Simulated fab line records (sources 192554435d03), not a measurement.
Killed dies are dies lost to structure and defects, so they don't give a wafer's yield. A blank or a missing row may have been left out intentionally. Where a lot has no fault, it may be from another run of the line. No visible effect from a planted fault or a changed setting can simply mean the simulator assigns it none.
Split-lot trial | flow n5Finfet | 7 lots, 39 wafers read, on a route of 1938 steps

ON THE SPLIT
At N5_HKMG_FIN_ETCH_32 (etches SOC in N2/H2, target depth 240 nm, time 300 s), the setting targetDepthA was moved away from the recipe's 2400 angstrom on 12 of the 39 wafers read, by -6.2% to +9.4%. For the rest of the wafers, this setting stayed at what the recipe calls for.

The split's own step is where the reading is taken.

THE READING
SiARC_of_HKMG_FIN_COAT_30.thkNm (the simulator's own value, which no gauge read), in nm, at N5_HKMG_FIN_ETCH_32 (etches SOC in N2/H2, target depth 240 nm, time 300 s). The file gives no usual value for it. Average 21.1 nm, standard deviation 0.38 nm, over the 27 wafers here run with the recipe.

wafer  | tool, chamber at the split | targetDepthA as run, angstrom | against the recipe | SiARC_of_HKMG_FIN_COAT_30.thkNm, nm | against lot-mates on the recipe
L074.1 | rieDiel-01, 0              | 2288                          | -4.7%              | 21.8                                | +0.5
L074.2 | rieDiel-01, 2              | 2400                          | recipe             | 21.2                                | -
L074.3 | rieDiel-01, 3              | 2288                          | -4.7%              | 22                                  | +0.7
L074.4 | rieDiel-01, 1              | 2288                          | -4.7%              | 22                                  | +0.7
L074.5 | rieDiel-01, 2              | 2400                          | recipe             | 21.4                                | -
L074.6 | rieDiel-01, 1              | 2400                          | recipe             | 21.2                                | -
L075.1 | rieDiel-01, 0              | 2574                          | +7.3%              | 20                                  | -1.4
L075.2 | rieDiel-01, 3              | 2400                          | recipe             | 21.4                                | -
L075.3 | rieDiel-01, 1              | 2574                          | +7.3%              | 20.2                                | -1.2
L075.4 | rieDiel-01, 2              | 2400                          | recipe             | 21.4                                | -
L075.5 | rieDiel-01, 1              | 2574                          | +7.3%              | 20.2                                | -1.2
L075.6 | rieDiel-01, 2              | 2400                          | recipe             | 21.4                                | -
L082.1 | rieDiel-01, 0              | 2400                          | recipe             | 21                                  | -
L082.2 | rieDiel-01, 1              | 2400                          | recipe             | 21.2                                | -
L082.3 | rieDiel-01, 3              | 2400                          | recipe             | 20.8                                | -
L082.4 | rieDiel-01, 2              | 2400                          | recipe             | 21.2                                | -
L082.5 | rieDiel-01, 3              | 2400                          | recipe             | 21                                  | -
L082.6 | rieDiel-01, 2              | 2400                          | recipe             | 21                                  | -
L087.1 | rieDiel-02, 2              | 2625                          | +9.4%              | 19.2                                | -2.5
L087.2 | rieDiel-02, 1              | 2400                          | recipe             | 21.8                                | -
L087.3 | rieDiel-02, 3              | 2400                          | recipe             | 21.6                                | -
L087.4 | rieDiel-02, 0              | 2625                          | +9.4%              | 19.8                                | -1.9
L087.5 | rieDiel-02, 2              | 2625                          | +9.4%              | 19.2                                | -2.5
L087.6 | rieDiel-02, 1              | 2400                          | recipe             | 21.8                                | -
L089.2 | rieDiel-06, 2              | 2400                          | recipe             | 20.6                                | -
L089.3 | rieDiel-06, 0              | 2400                          | recipe             | 20.2                                | -
L089.6 | rieDiel-06, 2              | 2400                          | recipe             | 20.8                                | -
L094.1 | rieDiel-06, 0              | 2400                          | recipe             | 20.4                                | -
L094.2 | rieDiel-06, 2              | 2400                          | recipe             | 21                                  | -
L094.3 | rieDiel-06, 1              | 2400                          | recipe             | 21.2                                | -
L094.4 | rieDiel-06, 3              | 2251                          | -6.2%              | 22                                  | +1.1
L094.5 | rieDiel-06, 2              | 2251                          | -6.2%              | 21.8                                | +0.9
L094.6 | rieDiel-06, 3              | 2251                          | -6.2%              | 22                                  | +1.1
L096.1 | rieDiel-06, 2              | 2400                          | recipe             | 21.2                                | -
L096.2 | rieDiel-06, 0              | 2400                          | recipe             | 20.6                                | -
L096.3 | rieDiel-06, 1              | 2400                          | recipe             | 21.2                                | -
L096.4 | rieDiel-06, 3              | 2400                          | recipe             | 21.4                                | -
L096.5 | rieDiel-06, 2              | 2400                          | recipe             | 21                                  | -
L096.6 | rieDiel-06, 3              | 2400                          | recipe             | 21.4                                | -

THE FIT
A straight line over all 39 wafers: SiARC_of_HKMG_FIN_COAT_30.thkNm changes by -0.16 nm for each +1% of targetDepthA; r = -0.88; the points scatter about the line by 0.35 nm.
The same after taking each lot's own level away (the mean of its wafers on the recipe; 39 wafers): -0.202 nm for each +1%; r = -0.95; scatter 0.25 nm.
Per that fit: largest targetDepthA move, reading shift of 1.9 nm.
From 20.53 to 21.73 nm: that is the span of the lots' own levels, equal to 3.2 times the standard deviation above.
So the lot-to-lot level changes the slope: the two fits differ.
Check: for one of the wafers moved furthest among these (+9.4%), held out of the fit, the line's prediction against its lot-mates is -1.83 nm. Against them it came out at -2.53 nm.

OTHER SPLITS ON THESE WAFERS
Other splits were also applied to these wafers ahead of the reading. Each is held against what the fit with the lots' levels taken away leaves over:
other split on the same wafers   | wafers away from the commonest value | r with SiARC_of_HKMG_FIN_COAT_30.thkNm (lot level and that fit taken away)
N5_WELL_APT_IMPLANT_15 energyKev | 15                                   | +0.37
N5_WELL_APT_EPI_41 targetThkA    | 15                                   | +0.07
N5_DUMMY_GATE_ETCH_32 timeS      | 12                                   | +0.19
N5_DUMMY_GATE_ETCH_42 biasW      | 15                                   | +0.05

THE WHOLE CHAIN: every reading that the file lists as answering this split, in the file's order
step                | what it does                                         | reading                                                                          | change (the file's fit)               | r (the file's)
N5_HKMG_FIN_ETCH_32 | etches SOC in N2/H2, target depth 240 nm, time 300 s | etch.depthNm (the simulator's own value, which no gauge read)                    | +2.95 nm for each +1% of the setting  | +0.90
N5_HKMG_FIN_ETCH_32 | etches SOC in N2/H2, target depth 240 nm, time 300 s | HKMG_FIN.featureDepthNm (the simulator's own value, which no gauge read)         | +2.95 nm for each +1% of the setting  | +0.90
N5_HKMG_FIN_ETCH_32 | etches SOC in N2/H2, target depth 240 nm, time 300 s | SiARC_of_HKMG_FIN_COAT_30.thkNm (the simulator's own value, which no gauge read) | -0.203 nm for each +1% of the setting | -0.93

THE FILE'S OWN FIT
SiARC_of_HKMG_FIN_COAT_30.thkNm changes by -0.203 nm for each +1% of targetDepthA, r = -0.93.
